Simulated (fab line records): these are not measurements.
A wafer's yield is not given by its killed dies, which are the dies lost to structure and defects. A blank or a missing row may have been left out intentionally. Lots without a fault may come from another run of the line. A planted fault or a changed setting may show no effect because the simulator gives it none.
What tool caused it? / flow nand_harc / Sampling: 14 lots, 42 wafers, 4 of 1159 route steps

## WHAT THE GAUGES SHOWED, per wafer
No reading from a measuring or inspecting step in the record can be judged against a usual standard deviation.

## TOOL THAT RAN EACH LOT (tool first, then ch and the chambers of the sampled wafers, then the start)
lot=L770; NHARC_P_CONTACT_ALD_22=ald_metal-03 ch 1,2, day 5 23:06; NHARC_P_M0_ETCH_34=rie_diel-13 ch 0,1,3, day 6 07:14; NHARC_P_M1_PVD_20=pvd_sputter-01, day 6 12:22; NHARC_P_M2_PRE_CLEAN_30=pvd_sputter-03, no start
lot=L772; NHARC_P_CONTACT_ALD_22=ald_metal-02 ch 0,1,2, day 6 10:12; NHARC_P_M0_ETCH_34=rie_diel-13 ch 0,1,2, day 6 17:00; NHARC_P_M1_PVD_20=pvd_sputter-01, day 6 22:10; NHARC_P_M2_PRE_CLEAN_30=pvd_sputter-01, no start
lot=L774; NHARC_P_CONTACT_ALD_22=ald_metal-02 ch 0,2, day 6 17:58; NHARC_P_M0_ETCH_34=rie_diel-13 ch 0,3, day 7 00:47; NHARC_P_M1_PVD_20=pvd_sputter-02, day 7 05:56; NHARC_P_M2_PRE_CLEAN_30=pvd_sputter-03, no start
lot=L775; NHARC_P_CONTACT_ALD_22=ald_metal-02 ch 1,2,3, day 7 05:25; NHARC_P_M0_ETCH_34=rie_diel-06 ch 0,3, day 7 07:49; NHARC_P_M1_PVD_20=pvd_sputter-02, day 7 12:52; NHARC_P_M2_PRE_CLEAN_30=pvd_sputter-03, no start
lot=L776; NHARC_P_CONTACT_ALD_22=ald_metal-02 ch 0,1,3, day 7 09:53; NHARC_P_M0_ETCH_34=rie_diel-01 ch 1,2,3, day 7 18:11; NHARC_P_M1_PVD_20=pvd_sputter-02, day 7 23:16; NHARC_P_M2_PRE_CLEAN_30=pvd_sputter-01, no start
lot=L778; NHARC_P_CONTACT_ALD_22=ald_metal-01 ch 1,2, day 7 20:43; NHARC_P_M0_ETCH_34=rie_diel-01 ch 0,2,3, day 8 03:52; NHARC_P_M1_PVD_20=pvd_sputter-01, day 8 08:56; NHARC_P_M2_PRE_CLEAN_30=pvd_sputter-02, no start
lot=L777; NHARC_P_CONTACT_ALD_22=ald_metal-02 ch 1,3, day 7 21:19; NHARC_P_M0_ETCH_34=rie_diel-06 ch 1,2,3, day 8 04:25; NHARC_P_M1_PVD_20=pvd_sputter-01, day 8 09:37; NHARC_P_M2_PRE_CLEAN_30=pvd_sputter-02, no start
lot=L781; NHARC_P_CONTACT_ALD_22=ald_metal-03 ch 0,2,3, day 8 21:11; NHARC_P_M0_ETCH_34=rie_diel-06 ch 0,1,3, day 9 00:29; NHARC_P_M1_PVD_20=pvd_sputter-01, day 9 05:31; NHARC_P_M2_PRE_CLEAN_30=pvd_sputter-02, no start
lot=L782; NHARC_P_CONTACT_ALD_22=ald_metal-01 ch 0,1,2, day 8 22:14; NHARC_P_M0_ETCH_34=rie_diel-13 ch 0,1,3, day 9 00:41; NHARC_P_M1_PVD_20=pvd_sputter-01, day 9 05:53; NHARC_P_M2_PRE_CLEAN_30=pvd_sputter-01, no start
lot=L780; NHARC_P_CONTACT_ALD_22=ald_metal-03 ch 0,1,3, day 9 00:52; NHARC_P_M0_ETCH_34=rie_diel-13 ch 0,1,2, day 9 03:16; NHARC_P_M1_PVD_20=pvd_sputter-01, day 9 08:37; NHARC_P_M2_PRE_CLEAN_30=pvd_sputter-02, no start
lot=L786; NHARC_P_CONTACT_ALD_22=ald_metal-02 ch 0,1,3, day 10 00:52; NHARC_P_M0_ETCH_34=rie_diel-13 ch 0,1,2, day 10 03:18; NHARC_P_M1_PVD_20=pvd_sputter-02, day 10 08:24; NHARC_P_M2_PRE_CLEAN_30=pvd_sputter-02, no start
lot=L787; NHARC_P_CONTACT_ALD_22=ald_metal-02 ch 0,1,2, day 10 05:19; NHARC_P_M0_ETCH_34=rie_diel-06 ch 1,3, day 10 11:53; NHARC_P_M1_PVD_20=pvd_sputter-01, day 10 17:39; NHARC_P_M2_PRE_CLEAN_30=-
lot=L788; NHARC_P_CONTACT_ALD_22=ald_metal-03 ch 0,3, day 10 07:26; NHARC_P_M0_ETCH_34=rie_diel-01 ch 1,3, day 10 12:24; NHARC_P_M1_PVD_20=pvd_sputter-02, day 10 17:59; NHARC_P_M2_PRE_CLEAN_30=-
lot=L792; NHARC_P_CONTACT_ALD_22=ald_metal-03 ch 0,1,3, day 11 05:25; NHARC_P_M0_ETCH_34=rie_diel-01 ch 0,1,2, day 11 07:47; NHARC_P_M1_PVD_20=pvd_sputter-01, day 11 12:53; NHARC_P_M2_PRE_CLEAN_30=pvd_sputter-03, no start
- NHARC_P_CONTACT_ALD_22: deposits TiN, target thk 3 nm, pulse time 1 s, ald cycles 150.
- NHARC_P_M0_ETCH_34: etches the open film in N2/H2, target depth 40 nm, overetch 12 nm, time 43.94 s.
- NHARC_P_M1_PVD_20: deposits TaN, target thk 5 nm, time 8.06 s.
- NHARC_P_M2_PRE_CLEAN_30: time 30 s.

## AS READ BY THE TOOLS THEMSELVES (means over the sampled wafers that have a number; for cases with no such wafer, the mark the record gives instead)
NHARC_P_CONTACT_ALD_22. Usual: heater_power_w 1098 W, standard deviation 100; precursor_pulse_height_rel 1.002, standard deviation 0.02.
lot=L770; tool=ald_metal-03; heater_power_w (W)=1052; precursor_pulse_height_rel=1.011; flag=
lot=L772; tool=ald_metal-02; heater_power_w (W)=1100; precursor_pulse_height_rel=1.017; flag=
lot=L774; tool=ald_metal-02; heater_power_w (W)=1179; precursor_pulse_height_rel=1.010; flag=
lot=L775; tool=ald_metal-02; heater_power_w (W)=1171; precursor_pulse_height_rel=0.982; flag=
lot=L776; tool=ald_metal-02; heater_power_w (W)=1128; precursor_pulse_height_rel=1.001; flag=
lot=L778; tool=ald_metal-01; heater_power_w (W)=1071; precursor_pulse_height_rel=0.984; flag=
lot=L777; tool=ald_metal-02; heater_power_w (W)=1103; precursor_pulse_height_rel=0.994; flag=
lot=L781; tool=ald_metal-03; heater_power_w (W)=1019; precursor_pulse_height_rel=0.993; flag=
lot=L782; tool=ald_metal-01; heater_power_w (W)=1029; precursor_pulse_height_rel=1.004; flag=
lot=L780; tool=ald_metal-03; heater_power_w (W)=1129; precursor_pulse_height_rel=0.993; flag=
lot=L786; tool=ald_metal-02; heater_power_w (W)=1105; precursor_pulse_height_rel=1.013; flag=
lot=L787; tool=ald_metal-02; heater_power_w (W)=1062; precursor_pulse_height_rel=0.989; flag=
lot=L788; tool=ald_metal-03; heater_power_w (W)=1115; precursor_pulse_height_rel=1.008; flag=
lot=L792; tool=ald_metal-03; heater_power_w (W)=1131; precursor_pulse_height_rel=0.999; flag=

NHARC_P_M0_ETCH_34. Usual: drypump_motor_current_A 5.7 A, standard deviation 0.51; h2_flow_sccm 150.0 sccm, standard deviation 0.45; mfc_ar_sccm 0.011 sccm, standard deviation 0.01; oes_product_au 0.999 a.u., standard deviation 0.012; rf_vpp_V 431.0 V, standard deviation 2.3; showerhead_plenum_p_Torr 2.06 Torr, standard deviation 0.078; throttle_valve_pct 14.172 %, standard deviation 0.0088.
lot=L770; tool=rie_diel-13; drypump_motor_current_A (A)=5.4; h2_flow_sccm (sccm)=149.9; mfc_ar_sccm (sccm)=0.008; oes_product_au (a.u.)=0.988; rf_vpp_V (V)=430.8; showerhead_plenum_p_Torr (Torr)=2.08; throttle_valve_pct (%)=14.166; flag=
lot=L772; tool=rie_diel-13; drypump_motor_current_A (A)=5.7; h2_flow_sccm (sccm)=149.8; mfc_ar_sccm (sccm)=0.018; oes_product_au (a.u.)=1.000; rf_vpp_V (V)=431.3; showerhead_plenum_p_Torr (Torr)=2.06; throttle_valve_pct (%)=14.168; flag=
lot=L774; tool=rie_diel-13; drypump_motor_current_A (A)=5.4; h2_flow_sccm (sccm)=150.2; mfc_ar_sccm (sccm)=0.013; oes_product_au (a.u.)=0.984; rf_vpp_V (V)=431.4; showerhead_plenum_p_Torr (Torr)=2.04; throttle_valve_pct (%)=14.174; flag=
lot=L775; tool=rie_diel-06; drypump_motor_current_A (A)=6.0; h2_flow_sccm (sccm)=150.6; mfc_ar_sccm (sccm)=0.007; oes_product_au (a.u.)=1.001; rf_vpp_V (V)=433.0; showerhead_plenum_p_Torr (Torr)=2.14; throttle_valve_pct (%)=14.176; flag=
lot=L776; tool=rie_diel-01; drypump_motor_current_A (A)=5.6; h2_flow_sccm (sccm)=150.2; mfc_ar_sccm (sccm)=0.009; oes_product_au (a.u.)=0.985; rf_vpp_V (V)=431.3; showerhead_plenum_p_Torr (Torr)=2.07; throttle_valve_pct (%)=14.173; flag=
lot=L778; tool=rie_diel-01; drypump_motor_current_A (A)=6.0; h2_flow_sccm (sccm)=150.2; mfc_ar_sccm (sccm)=0.009; oes_product_au (a.u.)=1.001; rf_vpp_V (V)=429.9; showerhead_plenum_p_Torr (Torr)=2.01; throttle_valve_pct (%)=14.167; flag=
lot=L777; tool=rie_diel-06; drypump_motor_current_A (A)=5.9; h2_flow_sccm (sccm)=149.9; mfc_ar_sccm (sccm)=0.014; oes_product_au (a.u.)=1.003; rf_vpp_V (V)=429.3; showerhead_plenum_p_Torr (Torr)=2.02; throttle_valve_pct (%)=14.177; flag=
lot=L781; tool=rie_diel-06; drypump_motor_current_A (A)=6.1; h2_flow_sccm (sccm)=149.9; mfc_ar_sccm (sccm)=0.011; oes_product_au (a.u.)=1.005; rf_vpp_V (V)=431.1; showerhead_plenum_p_Torr (Torr)=2.09; throttle_valve_pct (%)=14.169; flag=
lot=L782; tool=rie_diel-13; drypump_motor_current_A (A)=5.3; h2_flow_sccm (sccm)=150.2; mfc_ar_sccm (sccm)=0.008; oes_product_au (a.u.)=0.991; rf_vpp_V (V)=431.6; showerhead_plenum_p_Torr (Torr)=2.08; throttle_valve_pct (%)=14.175; flag=
lot=L780; tool=rie_diel-13; drypump_motor_current_A (A)=5.8; h2_flow_sccm (sccm)=150.0; mfc_ar_sccm (sccm)=0.018; oes_product_au (a.u.)=1.001; rf_vpp_V (V)=430.4; showerhead_plenum_p_Torr (Torr)=2.06; throttle_valve_pct (%)=14.169; flag=
lot=L786; tool=rie_diel-13; drypump_motor_current_A (A)=5.8; h2_flow_sccm (sccm)=150.4; mfc_ar_sccm (sccm)=0.018; oes_product_au (a.u.)=0.999; rf_vpp_V (V)=431.8; showerhead_plenum_p_Torr (Torr)=2.06; throttle_valve_pct (%)=14.165; flag=
lot=L787; tool=rie_diel-06; drypump_motor_current_A (A)=6.2; h2_flow_sccm (sccm)=150.3; mfc_ar_sccm (sccm)=0.016; oes_product_au (a.u.)=1.004; rf_vpp_V (V)=430.1; showerhead_plenum_p_Torr (Torr)=2.03; throttle_valve_pct (%)=14.169; flag=
lot=L788; tool=rie_diel-01; drypump_motor_current_A (A)=5.3; h2_flow_sccm (sccm)=149.9; mfc_ar_sccm (sccm)=0.000; oes_product_au (a.u.)=1.005; rf_vpp_V (V)=434.1; showerhead_plenum_p_Torr (Torr)=2.16; throttle_valve_pct (%)=14.165; flag=
lot=L792; tool=rie_diel-01; drypump_motor_current_A (A)=5.5; h2_flow_sccm (sccm)=149.6; mfc_ar_sccm (sccm)=0.009; oes_product_au (a.u.)=1.005; rf_vpp_V (V)=429.2; showerhead_plenum_p_Torr (Torr)=2.00; throttle_valve_pct (%)=14.178; flag=

NHARC_P_M1_PVD_20. Usual: bias_v 168.8 V, standard deviation 1.8; cathode_dc_power_W 15000 W, standard deviation 2.8; throttle_valve_pct 30.3 %, standard deviation 0.74.
lot=L770; tool=pvd_sputter-01; bias_v (V)=167.8; cathode_dc_power_W (W)=14998; throttle_valve_pct (%)=30.8; flag=
lot=L772; tool=pvd_sputter-01; bias_v (V)=167.2; cathode_dc_power_W (W)=15003; throttle_valve_pct (%)=30.0; flag=
lot=L774; tool=pvd_sputter-02; bias_v (V)=169.7; cathode_dc_power_W (W)=15001; throttle_valve_pct (%)=30.8; flag=
lot=L775; tool=pvd_sputter-02; bias_v (V)=167.5; cathode_dc_power_W (W)=15001; throttle_valve_pct (%)=30.6; flag=
lot=L776; tool=pvd_sputter-02; bias_v (V)=169.8; cathode_dc_power_W (W)=15000; throttle_valve_pct (%)=30.2; flag=
lot=L778; tool=pvd_sputter-01; bias_v (V)=169.2; cathode_dc_power_W (W)=15003; throttle_valve_pct (%)=30.3; flag=
lot=L777; tool=pvd_sputter-01; bias_v (V)=169.5; cathode_dc_power_W (W)=15001; throttle_valve_pct (%)=29.9; flag=
lot=L781; tool=pvd_sputter-01; bias_v (V)=167.6; cathode_dc_power_W (W)=14997; throttle_valve_pct (%)=30.4; flag=
lot=L782; tool=pvd_sputter-01; bias_v (V)=169.0; cathode_dc_power_W (W)=14999; throttle_valve_pct (%)=30.2; flag=
lot=L780; tool=pvd_sputter-01; bias_v (V)=169.1; cathode_dc_power_W (W)=15001; throttle_valve_pct (%)=30.1; flag=
lot=L786; tool=pvd_sputter-02; bias_v (V)=168.0; cathode_dc_power_W (W)=15001; throttle_valve_pct (%)=30.1; flag=
lot=L787; tool=pvd_sputter-01; bias_v (V)=-; cathode_dc_power_W (W)=-; throttle_valve_pct (%)=-; flag=OFF
lot=L788; tool=pvd_sputter-02; bias_v (V)=-; cathode_dc_power_W (W)=-; throttle_valve_pct (%)=-; flag=OFF
lot=L792; tool=pvd_sputter-01; bias_v (V)=168.1; cathode_dc_power_W (W)=15002; throttle_valve_pct (%)=30.2; flag=

NHARC_P_M2_PRE_CLEAN_30. Usual: heater_power_w at 380 W, with a standard deviation of 34.
lot=L770; tool=pvd_sputter-03; heater_power_w (W)=337; flag=
lot=L772; tool=pvd_sputter-01; heater_power_w (W)=372; flag=
lot=L774; tool=pvd_sputter-03; heater_power_w (W)=372; flag=
lot=L775; tool=pvd_sputter-03; heater_power_w (W)=343; flag=
lot=L776; tool=pvd_sputter-01; heater_power_w (W)=378; flag=
lot=L778; tool=pvd_sputter-02; heater_power_w (W)=431; flag=
lot=L777; tool=pvd_sputter-02; heater_power_w (W)=373; flag=
lot=L781; tool=pvd_sputter-02; heater_power_w (W)=384; flag=
lot=L782; tool=pvd_sputter-01; heater_power_w (W)=370; flag=
lot=L780; tool=pvd_sputter-02; heater_power_w (W)=386; flag=
lot=L786; tool=pvd_sputter-02; heater_power_w (W)=394; flag=
lot=L792; tool=pvd_sputter-03; heater_power_w (W)=369; flag=

## THE ANSWER, worked out from the rows above alone
Rule: take the mean of a lot's wafers that have a number; if it is more than 3 standard deviations from the usual mean, the lot is off. A lot without any number at a reading at which 4 lots or more have one is off too. The other lots that the step has rows for count as sound. Order of review: gauges by route order, followed by the tools' own readings, for which a lot's mean as printed above is used. At the first step where some lot is off, the reading lying furthest off is the one used; lots without a number count as furthest.
Off: L787, L788 (NHARC_P_M1_PVD_20, bias_v). Without a number there: L787, L788.
If a tool, at that step or one of the process steps before it, ran each lot that is off and ran no sound lot following the first of them, it fits. No candidate that was tried fits.

## WHAT THE SIMULATOR HAD INSERTED
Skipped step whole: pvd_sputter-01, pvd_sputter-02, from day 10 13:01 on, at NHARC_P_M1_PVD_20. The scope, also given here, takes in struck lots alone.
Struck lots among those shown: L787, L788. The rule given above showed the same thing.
